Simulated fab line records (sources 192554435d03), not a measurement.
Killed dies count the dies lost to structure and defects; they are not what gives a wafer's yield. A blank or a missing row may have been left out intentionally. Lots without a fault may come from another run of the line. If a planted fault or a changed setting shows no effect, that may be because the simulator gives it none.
Split-lot experiment :: flow n5_finfet :: 21 wafers read from 7 lots, route of 1938 steps

## ON THE SPLIT
At N5_PASSIVATION_PASS_ETCH_47 (etches SiNx in CF4/O2, target depth 770 nm, time 385 s), the setting time_s was moved away from the recipe's 385 s on 7 of the 21 wafers read, by -6.1% to +16.2%. For the rest of the wafers, this setting stayed at what the recipe calls for.

The split's own step is where the reading is taken.

## THE READING
etch.depth_nm (the simulator's own value, which no gauge read), in nm, at N5_PASSIVATION_PASS_ETCH_47 (etches SiNx in CF4/O2, target depth 770 nm, time 385 s). No usual value for it is given in the file. Here, 14 wafers ran the recipe; their average is 785.2 nm with a standard deviation of 28 nm.

wafer: L077.2
tool, chamber at the split: rie_diel-01, 2
time_s as run, s: 385
against the recipe: recipe
etch.depth_nm, nm: 776.1
against lot-mates on the recipe: -

wafer: L077.3
tool, chamber at the split: rie_diel-01, 1
time_s as run, s: 409.3
against the recipe: +6.3%
etch.depth_nm, nm: 846.6
against lot-mates on the recipe: +56.6

wafer: L077.4
tool, chamber at the split: rie_diel-01, 3
time_s as run, s: 385
against the recipe: recipe
etch.depth_nm, nm: 804
against lot-mates on the recipe: -

wafer: L076.1
tool, chamber at the split: rie_diel-06, 2
time_s as run, s: 385
against the recipe: recipe
etch.depth_nm, nm: 828.7
against lot-mates on the recipe: -

wafer: L076.3
tool, chamber at the split: rie_diel-06, 0
time_s as run, s: 385
against the recipe: recipe
etch.depth_nm, nm: 750.7
against lot-mates on the recipe: -

wafer: L076.5
tool, chamber at the split: rie_diel-06, 3
time_s as run, s: 385
against the recipe: recipe
etch.depth_nm, nm: 746.1
against lot-mates on the recipe: -

wafer: L080.1
tool, chamber at the split: rie_diel-04, 3
time_s as run, s: 447.3
against the recipe: +16.2%
etch.depth_nm, nm: 877.1
against lot-mates on the recipe: +103.2

wafer: L080.3
tool, chamber at the split: rie_diel-04, 1
time_s as run, s: 447.3
against the recipe: +16.2%
etch.depth_nm, nm: 918.2
against lot-mates on the recipe: +144.3

wafer: L080.6
tool, chamber at the split: rie_diel-04, 0
time_s as run, s: 385
against the recipe: recipe
etch.depth_nm, nm: 773.9
against lot-mates on the recipe: -

wafer: L085.1
tool, chamber at the split: rie_diel-01, 0
time_s as run, s: 407.5
against the recipe: +5.8%
etch.depth_nm, nm: 823.7
against lot-mates on the recipe: +32.7

wafer: L085.3
tool, chamber at the split: rie_diel-01, 1
time_s as run, s: 407.5
against the recipe: +5.8%
etch.depth_nm, nm: 836.4
against lot-mates on the recipe: +45.4

wafer: L085.6
tool, chamber at the split: rie_diel-01, 3
time_s as run, s: 385
against the recipe: recipe
etch.depth_nm, nm: 791
against lot-mates on the recipe: -

wafer: L088.2
tool, chamber at the split: rie_diel-01, 0
time_s as run, s: 385
against the recipe: recipe
etch.depth_nm, nm: 770.5
against lot-mates on the recipe: -

wafer: L088.4
tool, chamber at the split: rie_diel-01, 2
time_s as run, s: 385
against the recipe: recipe
etch.depth_nm, nm: 763.8
against lot-mates on the recipe: -

wafer: L088.6
tool, chamber at the split: rie_diel-01, 2
time_s as run, s: 416.4
against the recipe: +8.2%
etch.depth_nm, nm: 831.2
against lot-mates on the recipe: +64.1

wafer: L093.3
tool, chamber at the split: rie_diel-06, 0
time_s as run, s: 385
against the recipe: recipe
etch.depth_nm, nm: 811.7
against lot-mates on the recipe: -

wafer: L093.4
tool, chamber at the split: rie_diel-06, 2
time_s as run, s: 385
against the recipe: recipe
etch.depth_nm, nm: 833.7
against lot-mates on the recipe: -

wafer: L093.6
tool, chamber at the split: rie_diel-06, 0
time_s as run, s: 385
against the recipe: recipe
etch.depth_nm, nm: 810.7
against lot-mates on the recipe: -

wafer: L095.1
tool, chamber at the split: rie_diel-04, 1
time_s as run, s: 385
against the recipe: recipe
etch.depth_nm, nm: 781.4
against lot-mates on the recipe: -

wafer: L095.2
tool, chamber at the split: rie_diel-04, 0
time_s as run, s: 361.4
against the recipe: -6.1%
etch.depth_nm, nm: 721.9
against lot-mates on the recipe: -44.1

wafer: L095.4
tool, chamber at the split: rie_diel-04, 3
time_s as run, s: 385
against the recipe: recipe
etch.depth_nm, nm: 750.6
against lot-mates on the recipe: -

FIT RESULTS
A straight line over all 21 wafers: etch.depth_nm changes by +7.3 nm for each +1% of time_s; r = +0.85; the points scatter about the line by 26 nm.
The same after taking each lot's own level away (the mean of its wafers on the recipe; 21 wafers): +7.61 nm for each +1%; r = +0.92; scatter 19 nm.
The reading moves by 1.2e+02 nm for the largest change in time_s, on that fit.
Measured against the standard deviation above, the lots' own levels, which go from 766.00 to 818.70 nm, span 1.9 times it.
The two slopes are in agreement: the lot-to-lot level therefore moves the slope only a little.
Check: +135 nm against its lot-mates is what the line predicts for one of the wafers moved furthest among these (+16.2%) when that wafer is left out of the fit. Against them it came out at +103 nm.

## FURTHER SPLITS ON THESE WAFERS
Note: prior to the reading, these wafers also went through further splits. Each is held against what the fit with the lots' levels taken away leaves over:
other split on the same wafers: N5_BEOL_M14_PEB_26 peb_temp_c
wafers away from the commonest value: 7
r with etch.depth_nm (lot level and that fit taken away): -0.16

other split on the same wafers: N5_PASSIVATION_AL_DEP_21 time_s
wafers away from the commonest value: 4
r with etch.depth_nm (lot level and that fit taken away): +0.18

## FILE'S OWN FIT
etch.depth_nm changes by +7.69 nm for each +1% of time_s, r = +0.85.
